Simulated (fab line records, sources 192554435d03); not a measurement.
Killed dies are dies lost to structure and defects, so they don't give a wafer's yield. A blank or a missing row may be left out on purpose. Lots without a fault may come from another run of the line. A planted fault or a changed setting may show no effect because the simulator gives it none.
Chamber matching | flow n5_finfet | N5_BEOL_M15_ETCH_59 on rie_diel-06: 4 sister chambers
The step etches BARC in N2/H2, target depth 89 nm, overetch 26.7 nm, time 67.9 s. 18 wafers are shown with their chamber, then 9 later ones without.

WAFERS WITH THEIR CHAMBER
wafer  | chamber | drypump_motor_current_A (A) | showerhead_plenum_p_Torr (Torr) | rf_vpp_V (V)
L076.2 | 1       | 5.8                         | 2.46                            | 520.7
L076.5 | 3       | 4.8                         | 2.63                            | 525.2
L076.6 | 2       | 4.6                         | 2.71                            | 527.3
L074.2 | 2       | 4.7                         | 2.71                            | 529.0
L074.4 | 0       | 4.8                         | 2.41                            | 521.3
L074.5 | 2       | 4.6                         | 2.71                            | 527.9
L075.3 | 2       | 4.7                         | 2.71                            | 528.8
L075.5 | 2       | 4.7                         | 2.71                            | 527.4
L075.6 | 3       | 4.8                         | 2.62                            | 525.7
L077.2 | 0       | 4.8                         | 2.41                            | 520.4
L077.4 | 3       | 4.8                         | 2.62                            | 526.4
L077.6 | 2       | 4.7                         | 2.71                            | 528.9
L080.2 | 3       | 4.8                         | 2.62                            | 526.9
L080.4 | 2       | 4.7                         | 2.71                            | 528.1
L080.6 | 0       | 4.8                         | 2.40                            | 519.6
L089.2 | 0       | 4.8                         | 2.40                            | 520.0
L089.4 | 1       | 5.8                         | 2.45                            | 522.3
L089.5 | 3       | 4.8                         | 2.62                            | 526.0

SIGNATURES (means of the wafers above)
reading                  | chamber 0 | chamber 1 | chamber 2 | chamber 3 | scatter within a chamber
drypump_motor_current_A  | 4.800     | 5.800     | 4.671     | 4.800     | 0.0319
showerhead_plenum_p_Torr | 2.4050    | 2.4550    | 2.7100    | 2.6220    | 0.00405
rf_vpp_V                 | 520.325   | 521.500   | 528.200   | 526.040   | 0.737
Rule: a wafer's distance from a chamber is the root of the sum, over the readings, of the square of ((its reading less the chamber's mean) divided by the reading's scatter). The wafer belongs to the nearest chamber; if the next one is less than 2 further off, it can't be placed. The scatter: the root of (the sum of the squares of (reading less its chamber's mean) over the shown wafers, divided by (wafers less chambers)).

WAFERS WITHOUT THEIR CHAMBER
wafer  | drypump_motor_current_A (A) | showerhead_plenum_p_Torr (Torr) | rf_vpp_V (V)
L092.2 | 4.6                         | 2.70                            | 528.4
L092.3 | 5.8                         | 2.45                            | 522.6
L092.4 | 4.8                         | 2.62                            | 526.1
L090.2 | 5.8                         | 2.45                            | 523.3
L090.3 | 4.7                         | 2.70                            | 527.7
L090.6 | 4.8                         | 2.62                            | 524.4
L093.1 | 5.8                         | 2.45                            | 521.4
L093.2 | 4.8                         | 2.61                            | 525.1
L093.5 | 4.7                         | 2.69                            | 527.0

WHICH CHAMBER EACH WENT THROUGH
wafer  | from the rows above | in truth
L092.2 | 2                   | 2
L092.3 | 1                   | 1
L092.4 | 3                   | 3
L090.2 | 1                   | 1
L090.3 | 2                   | 2
L090.6 | 3                   | 3
L093.1 | 1                   | 1
L093.2 | 3                   | 3
L093.5 | 2                   | 2
Placed correctly: 9 of 9. Can't be placed from these rows: 0. Placed wrongly: 0.
